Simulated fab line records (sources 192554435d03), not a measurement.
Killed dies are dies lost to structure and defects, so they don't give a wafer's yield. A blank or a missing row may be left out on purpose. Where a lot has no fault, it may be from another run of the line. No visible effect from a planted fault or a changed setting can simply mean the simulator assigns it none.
Matching of chambers -- flow n5Finfet -- N5_GATE_CUT_STRIP_41 on rieDiel-04: 4 sister chambers
The step strips in CF4. 4 wafers are shown with their chamber, then 8 later ones without.

WAFERS PAIRED WITH THEIR CHAMBERS
wafer,chamber,throttleValvePct (%)
L085.6,2,13.94
L088.3,3,13.38
L089.4,1,13.70
L090.1,0,13.15

WAFERS MISSING THEIR CHAMBER
wafer,throttleValvePct (%)
L090.3,13.35
L090.4,13.40
L093.1,13.37
L093.3,13.73
L093.5,13.71
L095.2,13.74
L095.4,13.41
L095.6,13.17

THE CHAMBER EACH PASSED THROUGH
wafer,from the rows above,in truth
L090.3,3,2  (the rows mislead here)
L090.4,3,3
L093.1,3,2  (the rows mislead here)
L093.3,1,1
L093.5,1,1
L095.2,1,1
L095.4,3,3
L095.6,0,0
Correct placement for 6 of the 8. From these rows, 0 cannot be placed. Wrongly placed: 2.
How it was worked out, from the rows above alone: a wafer's distance from a chamber is the root of the sum, over the readings, of the square of ((its reading less the chamber's mean) divided by the reading's scatter). If the next closest chamber is less than 2 further off than the closest, the wafer can't be placed; otherwise it belongs to the closest. Each chamber's mean is taken over the wafers shown for it. The scatter: root of mean squared gap, hidden wafer to nearest shown wafer, with one shown wafer a chamber.
